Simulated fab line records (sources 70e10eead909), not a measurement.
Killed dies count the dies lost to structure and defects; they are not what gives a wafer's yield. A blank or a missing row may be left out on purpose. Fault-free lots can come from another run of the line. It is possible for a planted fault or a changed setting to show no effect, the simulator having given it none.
Matching of chambers :: flow nand_harc :: pecvd-04 running NHARC_P_M2_PRE_CLEAN_32: 3 sister chambers
The step time 12 s. 14 wafers are shown with their chamber, then 7 later ones without.

WAFERS, EACH WITH ITS CHAMBER
wafer: L074.1
chamber: 1
heater_power_w (W): 540
susceptor_temp_C (C): 370.30
rf_fwd_power_W (W): 293.1

wafer: L074.3
chamber: 2
heater_power_w (W): 631
susceptor_temp_C (C): 369.80
rf_fwd_power_W (W): 294.0

wafer: L074.5
chamber: 2
heater_power_w (W): 622
susceptor_temp_C (C): 370.00
rf_fwd_power_W (W): 293.5

wafer: L076.1
chamber: 1
heater_power_w (W): 585
susceptor_temp_C (C): 370.19
rf_fwd_power_W (W): 292.3

wafer: L076.2
chamber: 2
heater_power_w (W): 626
susceptor_temp_C (C): 370.08
rf_fwd_power_W (W): 292.5

wafer: L076.5
chamber: 0
heater_power_w (W): 807
susceptor_temp_C (C): 370.03
rf_fwd_power_W (W): 292.2

wafer: L080.1
chamber: 2
heater_power_w (W): 619
susceptor_temp_C (C): 370.05
rf_fwd_power_W (W): 292.4

wafer: L080.2
chamber: 0
heater_power_w (W): 725
susceptor_temp_C (C): 369.83
rf_fwd_power_W (W): 292.3

wafer: L080.6
chamber: 1
heater_power_w (W): 612
susceptor_temp_C (C): 370.34
rf_fwd_power_W (W): 292.4

wafer: L081.1
chamber: 0
heater_power_w (W): 845
susceptor_temp_C (C): 369.61
rf_fwd_power_W (W): 294.0

wafer: L081.3
chamber: 1
heater_power_w (W): 614
susceptor_temp_C (C): 370.11
rf_fwd_power_W (W): 291.2

wafer: L081.6
chamber: 0
heater_power_w (W): 856
susceptor_temp_C (C): 369.79
rf_fwd_power_W (W): 293.7

wafer: L092.1
chamber: 1
heater_power_w (W): 572
susceptor_temp_C (C): 369.95
rf_fwd_power_W (W): 293.9

wafer: L092.2
chamber: 0
heater_power_w (W): 806
susceptor_temp_C (C): 369.99
rf_fwd_power_W (W): 292.3

SIGNATURES, as means of the wafers listed above
reading: heater_power_w
chamber 0: 807.80
chamber 1: 584.60
chamber 2: 624.50
scatter within a chamber: 36.2

reading: susceptor_temp_C
chamber 0: 369.8500
chamber 1: 370.1780
chamber 2: 369.9825
scatter within a chamber: 0.153

reading: rf_fwd_power_W
chamber 0: 292.900
chamber 1: 292.580
chamber 2: 293.100
scatter within a chamber: 0.9
Rule: a wafer's distance from a chamber is the root of the sum, over the readings, of the square of ((its reading less the chamber's mean) divided by the reading's scatter). If the next closest chamber is less than 2 further off than the closest, the wafer can't be placed; otherwise it belongs to the closest. How the scatter is found: for the shown wafers, subtract from each reading the mean of its chamber, square and add these, divide the total by (wafers less chambers), then take the root.

WAFERS WITH NO CHAMBER GIVEN
wafer: L092.4
heater_power_w (W): 617
susceptor_temp_C (C): 369.27
rf_fwd_power_W (W): 293.2

wafer: L094.1
heater_power_w (W): 641
susceptor_temp_C (C): 370.22
rf_fwd_power_W (W): 291.6

wafer: L094.3
heater_power_w (W): 612
susceptor_temp_C (C): 370.22
rf_fwd_power_W (W): 292.4

wafer: L094.5
heater_power_w (W): 635
susceptor_temp_C (C): 369.89
rf_fwd_power_W (W): 292.4

wafer: L095.2
heater_power_w (W): 556
susceptor_temp_C (C): 369.91
rf_fwd_power_W (W): 294.6

wafer: L095.4
heater_power_w (W): 546
susceptor_temp_C (C): 369.90
rf_fwd_power_W (W): 294.4

wafer: L095.5
heater_power_w (W): 657
susceptor_temp_C (C): 370.56
rf_fwd_power_W (W): 292.1

THE CHAMBER EACH PASSED THROUGH
wafer: L092.4
from the rows above: can't be placed: 2 or 1 or 0
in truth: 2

wafer: L094.1
from the rows above: can't be placed: 1 or 2
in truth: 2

wafer: L094.3
from the rows above: can't be placed: 1 or 2
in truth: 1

wafer: L094.5
from the rows above: can't be placed: 2 or 1
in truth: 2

wafer: L095.2
from the rows above: can't be placed: 2 or 1
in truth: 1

wafer: L095.4
from the rows above: can't be placed: 2 or 1
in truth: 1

wafer: L095.5
from the rows above: can't be placed: 1 or 2
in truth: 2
Correctly placed: 0 of 7. Can't be placed from these rows: 7 (the true chamber is among the candidates in 7). Placed wrongly: 0.
